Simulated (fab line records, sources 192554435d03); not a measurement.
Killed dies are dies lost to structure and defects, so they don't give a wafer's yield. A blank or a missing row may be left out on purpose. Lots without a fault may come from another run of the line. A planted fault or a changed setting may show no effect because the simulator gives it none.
fab line records | flow n5_finfet | part 2 of 2: steps 8 to 8 of 8
record lots=8 wafers=24 last_day=18
route steps=1938 shown MOL_CONTACT_COAG@592 BEOL_M4@1111 PASSIVATION@1936
lots that met no fault: from a run of the same line without faults
start_h: hours from the record's first day to the start of the lot's first wafer shown | wait_h: hours since the lot's step before | " the same as in the row above | L1.1+2: a row that stands for several wafers | - no value, or no start given | * or withheld: withheld | < > ~ a bound
route shown NAME@n: a module of which the file shows steps, and the number in the route of the first | usual: mean/standard deviation of fault-free wafers | same: alike in all rows | chamber/n: place in a boat | sites: the reading at each site | _std_site: their standard deviation | _edge_site: outer sites' mean less inner sites' | radius_mm: how far each site lies from the wafer's centre | mask NAME#n: copy n | behind: the tool/chamber that last shaped the wafer | hold: why the lot was held/for how many hours/how that ended | device: the transistor (n, p or np) that didn't switch | end of line: the same wafers' tests at the end of the route | a step without rows: its recipe alone | killed: dies lost to structure and defects at the first sort, not the wafer's yield | map: a wafer's dies, x killed, . not, _ none there
set.NAME: the setting as run; set.NAME@STEP: as run at that earlier step | model.NAME: the simulator's own value behind a step, which no gauge read
steps of the route over a sample of lots; a table a step, a row a wafer
services: from which hour (start_h, from the record's first day; less than 0 if before it) a tool's chamber was out of use, for how many hours, and why
## steps
# step N5_PASSIVATION_PROBE_49
# usual defect_limited_yield=91.3/1.4 killed_at_M0_to_M3=36/10 killed_at_M4_up=13/5.4 killed_at_contacts=12/5.3 killed_at_front_end=39/10 killed_at_other=3.2/2.7 killed_dies=103/16 killed_on_rim=13/4 killed_open=68/13 killed_short=33/6.6 sort_bin_5_function=5.1/0.92 sort_bin_6_memory=3.3/0.68 sort_bin_8_speed=0.1/0.41 sort_n_pass=1077/17 sort_yield_pct=91.2/1.4
# same gross_dies=1180 killed_at_back_side=0 sort_bin_4_leakage[%]=0
# columns lot.wafer tool chamber start_h wait_h defect_limited_yield[%] killed_at_M0_to_M3 killed_at_M4_up killed_at_contacts killed_at_front_end killed_at_other killed_dies killed_on_rim killed_open killed_short sort_bin_5_function[%] sort_bin_6_memory[%] sort_bin_8_speed[%] sort_n_pass sort_yield_pct[%]
L376.4 prober-01 - 307.59 0.3 91.7 26 14 24 32 2 98 14 69 28 5.3 2.9 0 1082 91.7
L376.5 prober-01 - 307.64 0.4 91.4 37 22 9 33 0 101 11 63 35 4.9 3.5 0 1079 91.4
L376.6 prober-01 - 307.69 0.4 91.0 34 15 11 44 2 106 12 67 37 5.3 3.6 0 1074 91.0
L375.2 prober-02 - 307.79 0.1 91.9 34 21 10 29 2 96 13 66 30 4.2 3.5 0 1084 91.9
L375.5 prober-02 - 307.94 0.2 91.9 33 14 9 38 1 95 13 57 36 4.5 3.2 0 1085 91.9
L375.6 prober-02 - 307.99 0.3 92.1 29 15 12 28 9 93 13 56 35 5.1 2.7 0 1087 92.1
L379.1 prober-01 - 311.93 0.0 89.9 31 14 14 58 2 119 16 83 36 5.9 3.6 0 1061 89.9
L379.3 prober-01 - 312.03 0.1 90.6 27 15 14 54 1 111 15 74 35 6.0 3.2 0 1069 90.6
L379.4 prober-01 - 312.08 0.2 88.9 51 14 10 54 2 131 19 90 38 6.9 3.8 0 1049 88.9
L377.1 prober-01 - 324.67 0.0 92.1 32 13 19 29 0 93 11 58 35 4.8 2.7 0.4 1082 91.7
L377.3 prober-01 - 324.77 0.1 90.8 25 17 13 50 3 108 19 79 29 5.2 3.8 0 1072 90.8
L377.6 prober-01 - 324.92 0.3 91.9 36 12 11 34 3 96 14 70 25 5.2 2.9 0 1084 91.9
L380.3 prober-01 - 325.48 0.1 90.2 53 16 9 37 1 116 17 66 47 6.1 3.4 0.1 1064 90.2
L380.4 prober-01 - 325.53 0.2 92.0 47 6 6 30 5 94 17 56 37 4.6 3.1 0 1086 92.0
L380.5 prober-01 - 325.58 0.2 90.4 51 18 13 23 8 113 10 77 34 5.8 3.7 0 1067 90.4
L381.2 prober-01 - 333.57 0.1 92.5 26 15 12 36 0 89 11 55 34 4.8 2.5 0 1091 92.5
L381.3 prober-01 - 333.62 0.1 91.6 27 8 24 38 2 99 10 65 34 4.9 3.2 0.3 1078 91.4
L381.5 prober-01 - 333.72 0.2 90.7 35 11 20 42 2 110 12 74 36 5.5 3.4 0 1070 90.7
L389.2 prober-01 - 412.06 0.1 0.3 29 14 1092 34 7 1176 152 61 30 96.0 3.1 0 4 0.3
L389.3 prober-01 - 412.11 0.1 89.2 51 13 11 48 4 127 19 94 30 5.9 4.4 0 1053 89.2
L389.6 prober-01 - 412.26 0.3 88.6 32 12 10 74 6 134 17 69 51 6.6 3.2 0 1046 88.6
L396.1 prober-01 - 432.40 0.0 90.7 44 10 16 36 4 110 14 76 33 5.1 4.0 0 1070 90.7
L396.3 prober-01 - 432.50 0.1 90.3 27 11 18 52 6 114 16 73 41 6.0 3.4 0 1066 90.3
L396.5 prober-01 - 432.60 0.2 88.6 35 15 11 68 5 134 16 97 37 7.3 3.7 0 1046 88.6
# killed by level:class
L376.4 MOL_CONTACT_COAG:geometric_particle:open=23 BEOL_M0_SAQP:geometric_particle:short=9 BEOL_M0_SAQP:geometric_particle:open=9 BEOL_M4:geometric_particle:open=6 FIN_SAQP:geometric_particle:short=5 STI_FIN_REVEAL:geometric_particle:open=5 GATE_CUT:geometric_particle:open=4 BEOL_M1:geometric_particle:open=4
L376.5 BEOL_M0_SAQP:geometric_particle:short=15 BEOL_M0_SAQP:geometric_particle:open=11 FIN_SAQP:geometric_particle:open=9 BEOL_M4:geometric_particle:open=9 MOL_CONTACT_COAG:geometric_particle:open=8 STI_FIN_REVEAL:geometric_particle:open=5 BEOL_M3:geometric_particle:open=5 STI_FIN_REVEAL:geometric_particle:short=4
L376.6 FIN_SAQP:geometric_particle:open=12 BEOL_M0_SAQP:geometric_particle:open=12 STI_FIN_REVEAL:geometric_particle:open=10 MOL_CONTACT_COAG:geometric_particle:open=8 BEOL_M0_SAQP:geometric_particle:short=6 STARTING-WAFER:geometric_particle:short=6 FIN_SAQP:geometric_particle:short=5 BEOL_M3:geometric_particle:open=5
L375.2 BEOL_M4:geometric_particle:open=15 MOL_CONTACT_COAG:geometric_particle:open=8 BEOL_M0:geometric_particle:open=7 BEOL_M0_SAQP:geometric_particle:short=5 BEOL_M0_SAQP:geometric_particle:open=5 BEOL_M2:geometric_particle:open=5 BEOL_M3:geometric_particle:open=5 FIN_SAQP:geometric_particle:open=4
L375.5 FIN_SAQP:geometric_particle:short=11 BEOL_M2:geometric_particle:open=9 STI_FIN_REVEAL:geometric_particle:open=8 MOL_CONTACT_COAG:geometric_particle:open=7 BEOL_M4:geometric_particle:open=7 BEOL_M0_SAQP:geometric_particle:short=5 BEOL_M0_SAQP:geometric_particle:open=5 BEOL_M1:geometric_particle:short=5
L375.6 MOL_CONTACT_COAG:geometric_particle:open=11 BEOL_M0_SAQP:geometric_particle:short=8 DUMMY_GATE:geometric_particle:open=7 BEOL_M2:geometric_particle:open=7 BEOL_M1:geometric_particle:open=6 FIN_SAQP:geometric_particle:open=4 GATE_CUT:geometric_particle:short=4 PAD_METAL:geometric_particle:short=4
L379.1 FIN_SAQP:geometric_particle:open=18 BEOL_M3:geometric_particle:open=12 STI_FIN_REVEAL:geometric_particle:open=11 MOL_CONTACT_COAG:geometric_particle:open=11 FIN_SAQP:geometric_particle:short=8 BEOL_M4:geometric_particle:open=7 GATE_CUT:geometric_particle:short=4 BEOL_M3:geometric_particle:short=4
L379.3 STI_FIN_REVEAL:geometric_particle:open=18 MOL_CONTACT_COAG:geometric_particle:open=13 FIN_SAQP:geometric_particle:short=12 BEOL_M3:geometric_particle:open=9 FIN_SAQP:geometric_particle:open=8 BEOL_M4:geometric_particle:open=7 BEOL_M0_SAQP:geometric_particle:short=4 BEOL_M2:geometric_particle:open=4
L379.4 STI_FIN_REVEAL:geometric_particle:open=22 BEOL_M0_SAQP:geometric_particle:short=14 BEOL_M3:geometric_particle:open=13 BEOL_M0_SAQP:geometric_particle:open=10 FIN_SAQP:geometric_particle:open=7 BEOL_M4:geometric_particle:open=6 MOL_CONTACT_COAG:geometric_particle:open=6 BEOL_M1:geometric_particle:open=6
L377.1 MOL_CONTACT_COAG:geometric_particle:open=14 STI_FIN_REVEAL:geometric_particle:open=9 BEOL_M0_SAQP:geometric_particle:open=7 BEOL_M0_SAQP:geometric_particle:short=7 BEOL_M3:geometric_particle:short=6 MOL_CONTACT_COAG:geometric_particle:short=5 BEOL_M4:geometric_particle:open=5 FIN_SAQP:geometric_particle:short=3
L377.3 FIN_SAQP:geometric_particle:open=17 MOL_CONTACT_COAG:geometric_particle:open=11 FIN_SAQP:geometric_particle:short=10 STI_FIN_REVEAL:geometric_particle:open=7 BEOL_M4:geometric_particle:open=7 BEOL_M2:geometric_particle:open=6 BEOL_M3:geometric_particle:open=6 GATE_CUT:geometric_particle:short=5
L377.6 FIN_SAQP:geometric_particle:open=13 BEOL_M3:geometric_particle:open=11 BEOL_M1:geometric_particle:open=10 MOL_CONTACT_COAG:geometric_particle:open=9 BEOL_M4:geometric_particle:open=5 STI_FIN_REVEAL:geometric_particle:open=5 BEOL_M0_SAQP:geometric_particle:short=5 FIN_SAQP:geometric_particle:short=4
L380.3 BEOL_M0_SAQP:geometric_particle:open=12 BEOL_M0_SAQP:geometric_particle:short=11 BEOL_M4:geometric_particle:open=8 ILD0:geometric_particle:short=7 MOL_CONTACT_COAG:geometric_particle:open=7 BEOL_M1:geometric_particle:open=7 FIN_SAQP:geometric_particle:open=6 GATE_CUT:geometric_particle:short=5
L380.4 BEOL_M1:geometric_particle:open=13 BEOL_M0_SAQP:geometric_particle:short=10 FIN_SAQP:geometric_particle:short=8 BEOL_M0_SAQP:geometric_particle:open=8 FIN_SAQP:geometric_particle:open=7 BEOL_M3:geometric_particle:open=7 GATE_CUT:geometric_particle:short=5 MOL_CONTACT_COAG:geometric_particle:open=5
L380.5 MOL_CONTACT_COAG:geometric_particle:open=10 BEOL_M0_SAQP:geometric_particle:open=9 BEOL_M3:geometric_particle:open=9 BEOL_M0_SAQP:geometric_particle:short=8 BEOL_M1:geometric_particle:open=8 FIN_SAQP:geometric_particle:open=6 BEOL_M4:geometric_particle:open=6 BEOL_M0:geometric_particle:short=5
L381.2 BEOL_M4:geometric_particle:open=12 BEOL_M0_SAQP:geometric_particle:short=12 DUMMY_GATE:geometric_particle:open=8 MOL_CONTACT_COAG:geometric_particle:open=8 BEOL_M0_SAQP:geometric_particle:open=6 FIN_SAQP:geometric_particle:short=5 FIN_SAQP:geometric_particle:open=5 ILD0:geometric_particle:short=5
L381.3 MOL_CONTACT_COAG:geometric_particle:open=19 STI_FIN_REVEAL:geometric_particle:open=9 BEOL_M0_SAQP:geometric_particle:short=6 BEOL_M0_SAQP:geometric_particle:open=6 FIN_SAQP:geometric_particle:short=5 MOL_CONTACT_COAG:geometric_particle:short=5 BEOL_M3:geometric_particle:open=5 DUMMY_GATE:geometric_particle:short=4
L381.5 MOL_CONTACT_COAG:geometric_particle:open=13 FIN_SAQP:geometric_particle:open=10 BEOL_M0_SAQP:geometric_particle:short=10 BEOL_M4:geometric_particle:open=8 BEOL_M2:geometric_particle:open=8 MOL_CONTACT_COAG:geometric_particle:short=7 BEOL_M0_SAQP:geometric_particle:open=7 BEOL_M3:geometric_particle:open=7
L389.2 MOL_CONTACT_COAG:area_etch=1084 BEOL_M1:geometric_particle:open=8 FIN_SAQP:geometric_particle:open=7 MOL_CONTACT_COAG:geometric_particle:open=6 FIN_SAQP:geometric_particle:short=5 BEOL_M0:geometric_particle:open=5 BEOL_M4:geometric_particle:open=4 PASS1_CAP:geometric_particle:open=4
L389.3 BEOL_M2:geometric_particle:open=19 BEOL_M3:geometric_particle:open=11 DUMMY_GATE:geometric_particle:open=8 MOL_CONTACT_COAG:geometric_particle:open=8 STI_FIN_REVEAL:geometric_particle:open=7 GATE_CUT:geometric_particle:open=7 FIN_SAQP:geometric_particle:short=6 BEOL_M0_SAQP:geometric_particle:open=5
L389.6 STI_FIN_REVEAL:geometric_particle:open=15 HKMG_FIN:area_etch=13 BEOL_M3:geometric_particle:short=9 FIN_SAQP:geometric_particle:short=8 FIN_SAQP:geometric_particle:open=7 DUMMY_GATE:geometric_particle:open=7 MOL_CONTACT_COAG:geometric_particle:open=7 BEOL_M4:geometric_particle:open=6
L396.1 STI_FIN_REVEAL:geometric_particle:open=15 MOL_CONTACT_COAG:geometric_particle:open=12 BEOL_M2:geometric_particle:open=11 BEOL_M0_SAQP:geometric_particle:open=8 BEOL_M1:geometric_particle:open=7 BEOL_M0_SAQP:geometric_particle:short=5 MOL_CONTACT_COAG:geometric_particle:short=4 BEOL_M3:geometric_particle:open=4
L396.3 STI_FIN_REVEAL:geometric_particle:open=16 MOL_CONTACT_COAG:geometric_particle:open=13 FIN_SAQP:geometric_particle:open=6 BEOL_M1:geometric_particle:open=6 BEOL_M2:geometric_particle:open=6 BEOL_M3:geometric_particle:open=6 FIN_SAQP:geometric_particle:short=5 GATE_CUT:geometric_particle:short=5
L396.5 STI_FIN_REVEAL:geometric_particle:open=29 BEOL_M3:geometric_particle:open=12 BEOL_M1:geometric_particle:open=9 STI_FIN_REVEAL:geometric_particle:short=8 MOL_CONTACT_COAG:geometric_particle:open=8 FIN_SAQP:geometric_particle:open=6 BEOL_M2:geometric_particle:open=5 BEOL_M4:geometric_particle:open=4
## services
# columns tool chamber start_h hours kind
rie_diel-06 3 89.22 5.0 repair
cvd_w-02 - 95.18 1.2 repair
rie_diel-05 1 121.32 1.8 repair
cvd_w-01 - 131.96 6.9 pm
rie_diel-06 2 144.60 - clean
rie_diel-06 2 144.60 - consumable_replace:focus_ring
rie_diel-06 2 144.60 14.3 scheduled_down
rie_diel-06 2 144.60 14.3 vent_cycle
cvd_w-01 0 170.86 3.5 repair
rie_diel-06 1 173.12 2.4 repair
rie_diel-06 0 174.16 8.3 repair
rie_diel-02 3 177.94 - clean
rie_diel-02 3 177.94 - consumable_replace:focus_ring
rie_diel-02 3 177.94 17.6 scheduled_down
rie_diel-02 3 177.94 17.6 vent_cycle
rie_diel-05 3 211.18 8.2 repair
cvd_w-01 0 213.84 1.6 repair
rie_diel-05 3 228.10 - clean
rie_diel-05 3 228.10 - consumable_replace:esc
rie_diel-05 3 228.10 - consumable_replace:focus_ring
rie_diel-05 3 228.10 26.0 scheduled_down
rie_diel-05 3 228.10 26.0 vent_cycle
rie_diel-05 1 231.51 7.3 repair
## key
first_sign step=N5_MOL_CONTACT_COAG_ETCH_124 reading=oes_product_au direction=down sigmas=5.4 usual=0.66 struck=0.30
effect step=N5_MOL_CONTACT_COAG_ETCH_48 reading=oes_product_au direction=down sigmas=4.6 usual=0.63 struck=0.29
effect step=N5_PASSIVATION_PROBE_49 reading=killed_at_contacts direction=up sigmas=99+ usual=12 struck=1092
more_kills_born_at N5_MOL_CONTACT_COAG_ETCH_48@rie_diel-05=1084
met_at N5_MOL_CONTACT_COAG_ETCHBACK_136
struck_lots L389
struck_wafers L389.2
later_rows_left_out L389.2
baseline_loss step=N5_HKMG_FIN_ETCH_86 wafers=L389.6
not_acting_at N5_MOL_CONTACT_COAG_CD_MEAS_137,N5_MOL_CONTACT_COAG_DESCUM_45,N5_MOL_CONTACT_COAG_CVD_140
onset_between 131.63 192.53
fault kind=process_parameter_drift tool=rie_diel-05 chamber=- onset_h=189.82 steps=N5_MOL_CONTACT_COAG_ETCHBACK_136 channel=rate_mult offset=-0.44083 shape=step end_h=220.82 scope=struck_wafers_only
# later_rows_left_out: the simulator's readings of these wafers behind a module that went badly wrong aren't trusted and aren't shown, but for the sort
# baseline_loss: these wafers lose ten dies or more at that step, a loss of the line's own and not of a fault; the sort's usual values leave them out
